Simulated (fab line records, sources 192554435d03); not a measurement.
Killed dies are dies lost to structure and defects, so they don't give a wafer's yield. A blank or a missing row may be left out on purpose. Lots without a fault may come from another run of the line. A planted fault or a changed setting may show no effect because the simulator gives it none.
Split-lot experiment | flow n5_finfet | 7 lots, 21 wafers read, on a route of 1938 steps

THE SPLIT
At N5_GATE_CUT_ETCH_58 (etches SiNx in CH3F/O2, target depth 17 nm, time 128.6 s), the setting source_w was moved away from the recipe's 415 W on 7 of the 21 wafers read, by -17.8% to +16.1%. The other wafers ran this setting at the recipe's value.

The reading is taken at the split's own step.

THE READING
rf_vpp_V, in V, at N5_GATE_CUT_ETCH_58 (etches SiNx in CH3F/O2, target depth 17 nm, time 128.6 s). Fault-free wafers of this fab line usually give 99.1 V, standard deviation 0.89 V.

wafer  | tool, chamber at the split | source_w as run, W | against the recipe | rf_vpp_V, V | against lot-mates on the recipe
L075.1 | rie_diel-02, 3             | 415                | recipe             | 100.7       | -
L075.3 | rie_diel-02, 0             | 354.9              | -14.5%             | 104.7       | +4.0
L075.6 | rie_diel-02, 1             | 354.9              | -14.5%             | 104.4       | +3.7
L076.1 | rie_diel-02, 3             | 480.5              | +15.8%             | 93.3        | -5.8
L076.2 | rie_diel-02, 1             | 415                | recipe             | 99.9        | -
L076.6 | rie_diel-02, 3             | 415                | recipe             | 98.3        | -
L085.4 | rie_diel-02, 1             | 415                | recipe             | 99.4        | -
L085.5 | rie_diel-02, 2             | 415                | recipe             | 99.1        | -
L085.6 | rie_diel-02, 3             | 415                | recipe             | 99.8        | -
L091.4 | rie_diel-04, 1             | 481.7              | +16.1%             | 95.7        | -3.2
L091.5 | rie_diel-04, 3             | 415                | recipe             | 98.9        | -
L091.6 | rie_diel-04, 2             | 481.7              | +16.1%             | 94.1        | -4.8
L094.1 | rie_diel-04, 0             | 415                | recipe             | 98.9        | -
L094.2 | rie_diel-04, 3             | 415                | recipe             | 99.4        | -
L094.3 | rie_diel-04, 1             | 386.9              | -6.8%              | 101.7       | +2.5
L095.2 | rie_diel-04, 0             | 341.2              | -17.8%             | 106.5       | +8.0
L095.3 | rie_diel-04, 2             | 415                | recipe             | 98.4        | -
L095.6 | rie_diel-04, 2             | 415                | recipe             | 98.6        | -
L097.1 | rie_diel-05, 3             | 415                | recipe             | 100.5       | -
L097.3 | rie_diel-05, 1             | 415                | recipe             | 99.6        | -
L097.4 | rie_diel-05, 2             | 415                | recipe             | 99.4        | -

THE FIT
A straight line over all 21 wafers: rf_vpp_V changes by -0.343 V for each +1% of source_w; r = -0.97; the points scatter about the line by 0.78 V.
The same after taking each lot's own level away (the mean of its wafers on the recipe; 21 wafers): -0.317 V for each +1%; r = -0.96; scatter 0.83 V.
On that fit, the largest move of source_w shifts the reading by 5.6 V.
The lots' own levels span 98.50 to 100.70 V, that is 2.5 times the standard deviation above.
So the lot-to-lot level changes the slope little: the two slopes agree.
Check: with one of the wafers moved furthest among these (-17.8%) left out of the fit, the line predicts +5.03 V for it against its lot-mates. It came out at +8 V against them.
Tool readings at the split's step, against how far the setting was moved: rf_vpp_V r = -0.97.

OTHER SPLITS ON THESE WAFERS
These wafers also went through other splits before the reading. Each is held against what the fit with the lots' levels taken away leaves over:
other split on the same wafers            | wafers away from the commonest value | r with rf_vpp_V (lot level and that fit taken away)
N5_WELL_APT_COAT_02 spin_rpm              | 4                                    | -0.31
N5_PMOS_HMC_CHANNEL_EPI_PEB_07 peb_temp_c | 7                                    | +0.30
N5_DUMMY_GATE_ETCH_32 time_s              | 7                                    | +0.31
N5_DUMMY_GATE_ETCH_44 target_depth_a      | 10                                   | +0.08
N5_SD_EPI_N_EPI_21 time_s                 | 10                                   | -0.07
N5_SDB_EXPOSE_08 dose_mj                  | 8                                    | -0.03
N5_HKMG_FIN_ETCH_35 source_w              | 7                                    | -0.30

THE FILE'S OWN FIT
rf_vpp_V changes by -0.343 V for each +1% of source_w, r = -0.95.
